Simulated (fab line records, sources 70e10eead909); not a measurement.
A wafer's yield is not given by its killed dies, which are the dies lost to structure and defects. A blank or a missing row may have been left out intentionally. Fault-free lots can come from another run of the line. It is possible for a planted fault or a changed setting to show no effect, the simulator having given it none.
Chamber matching :: flow nand-harc :: NHARC_P_ZERO_WELL_PRECLEAN_68 on wet-bench-06 has 6 sister chambers
The step cleans in SC1, time 60 s. 14 wafers are shown with their chamber, then 5 later ones without.

WAFERS, EACH WITH ITS CHAMBER
wafer: L938.1
chamber: 4
bath-guard-temp-C (C): 49.8
h2o2-flow-mL-min: 56.52

wafer: L938.5
chamber: 0
bath-guard-temp-C (C): 50.6
h2o2-flow-mL-min: 56.52

wafer: L938.6
chamber: 1
bath-guard-temp-C (C): 49.5
h2o2-flow-mL-min: 56.51

wafer: L939.4
chamber: 4
bath-guard-temp-C (C): 50.1
h2o2-flow-mL-min: 56.78

wafer: L939.5
chamber: 2
bath-guard-temp-C (C): 49.8
h2o2-flow-mL-min: 56.81

wafer: L939.6
chamber: 5
bath-guard-temp-C (C): 50.3
h2o2-flow-mL-min: 56.84

wafer: L940.1
chamber: 1
bath-guard-temp-C (C): 49.5
h2o2-flow-mL-min: 56.56

wafer: L940.3
chamber: 4
bath-guard-temp-C (C): 50.2
h2o2-flow-mL-min: 56.76

wafer: L940.4
chamber: 0
bath-guard-temp-C (C): 50.6
h2o2-flow-mL-min: 56.56

wafer: L943.3
chamber: 4
bath-guard-temp-C (C): 50.0
h2o2-flow-mL-min: 56.66

wafer: L943.4
chamber: 2
bath-guard-temp-C (C): 49.9
h2o2-flow-mL-min: 56.45

wafer: L943.6
chamber: 6
bath-guard-temp-C (C): 50.1
h2o2-flow-mL-min: 56.54

wafer: L946.1
chamber: 0
bath-guard-temp-C (C): 50.1
h2o2-flow-mL-min: 56.67

wafer: L946.3
chamber: 2
bath-guard-temp-C (C): 50.2
h2o2-flow-mL-min: 56.57

SIGNATURES (means of the wafers above)
reading: bath-guard-temp-C
chamber 0: 50.433
chamber 1: 49.500
chamber 2: 49.967
chamber 4: 50.025
chamber 5: 50.300
chamber 6: 50.100
scatter within a chamber: 0.206

reading: h2o2-flow-mL-min
chamber 0: 56.5833
chamber 1: 56.5350
chamber 2: 56.6100
chamber 4: 56.6800
chamber 5: 56.8400
chamber 6: 56.5400
scatter within a chamber: 0.124
Rule: a wafer lies at a distance from a chamber equal to the root of the sum of squares, over the readings, of (its reading less the chamber's mean, divided by the reading's scatter). If the next closest chamber is less than 2 further off than the closest, the wafer can't be placed; otherwise it belongs to the closest. The scatter: take each reading less its chamber's mean, square it, sum over the shown wafers, divide by the number of wafers less the number of chambers, and take the root.

WAFERS WITH NO CHAMBER GIVEN
wafer: L946.6
bath-guard-temp-C (C): 50.0
h2o2-flow-mL-min: 56.87

wafer: L953.2
bath-guard-temp-C (C): 49.6
h2o2-flow-mL-min: 56.64

wafer: L953.4
bath-guard-temp-C (C): 50.0
h2o2-flow-mL-min: 56.56

wafer: L954.2
bath-guard-temp-C (C): 50.0
h2o2-flow-mL-min: 56.78

wafer: L954.4
bath-guard-temp-C (C): 49.7
h2o2-flow-mL-min: 56.71

THE CHAMBER EACH PASSED THROUGH
wafer: L946.6
from the rows above: can't be placed: 5 or 4 or 2 or 6 or 0
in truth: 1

wafer: L953.2
from the rows above: can't be placed: 1 or 2 or 4 or 6
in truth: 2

wafer: L953.4
from the rows above: can't be placed: 2 or 6 or 4 or 0 or 1
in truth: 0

wafer: L954.2
from the rows above: can't be placed: 4 or 2 or 5 or 6 or 0
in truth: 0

wafer: L954.4
from the rows above: can't be placed: 2 or 4 or 1 or 6 or 5
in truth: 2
Correctly placed: 0 of 5. Unplaceable from these rows: 5, with the true chamber sitting among the candidates in 4. 0 placed wrongly.
